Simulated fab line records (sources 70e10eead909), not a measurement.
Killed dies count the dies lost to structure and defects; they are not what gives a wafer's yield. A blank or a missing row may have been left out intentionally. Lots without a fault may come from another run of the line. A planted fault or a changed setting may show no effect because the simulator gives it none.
Matching of chambers -- flow nand_harc -- NHARC_A_STAIRCASE_DESCUM_443 on rie_diel-01: 4 sister chambers
The step chemistry O2, time 3 s. 4 wafers are shown with their chamber, then 8 later ones without.

WAFERS, EACH WITH ITS CHAMBER
wafer,chamber,oes_product_au (a.u.)
L083.6,0,1.027
L085.3,3,1.007
L085.6,2,0.994
L088.4,1,0.992

WAFERS MISSING THEIR CHAMBER
wafer,oes_product_au (a.u.)
L088.5,1.011
L088.6,1.008
L091.1,0.983
L091.4,1.015
L091.5,0.978
L094.3,1.010
L094.5,1.030
L094.6,1.014

WHICH CHAMBER EACH ONE RAN IN
wafer,from the rows above,in truth
L088.5,can't be placed: 3 or 0 or 2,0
L088.6,can't be placed: 3 or 2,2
L091.1,can't be placed: 1 or 2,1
L091.4,can't be placed: 3 or 0 or 2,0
L091.5,can't be placed: 1 or 2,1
L094.3,can't be placed: 3 or 2 or 0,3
L094.5,0,0
L094.6,can't be placed: 3 or 0 or 2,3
Correctly placed: 1 of 8. Not placeable from these rows: 7 (in 7, the candidates include the true chamber). Number placed wrongly: 0.
How it was worked out, from the rows above alone: a wafer's distance from a chamber is the root of the sum, over the readings, of the square of ((its reading less the chamber's mean) divided by the reading's scatter). The wafer belongs to the nearest chamber; if the next one is less than 2 further off, it can't be placed. A chamber's mean is the mean of its shown wafers. The scatter: root of mean squared gap, hidden wafer to nearest shown wafer, with one shown wafer a chamber.
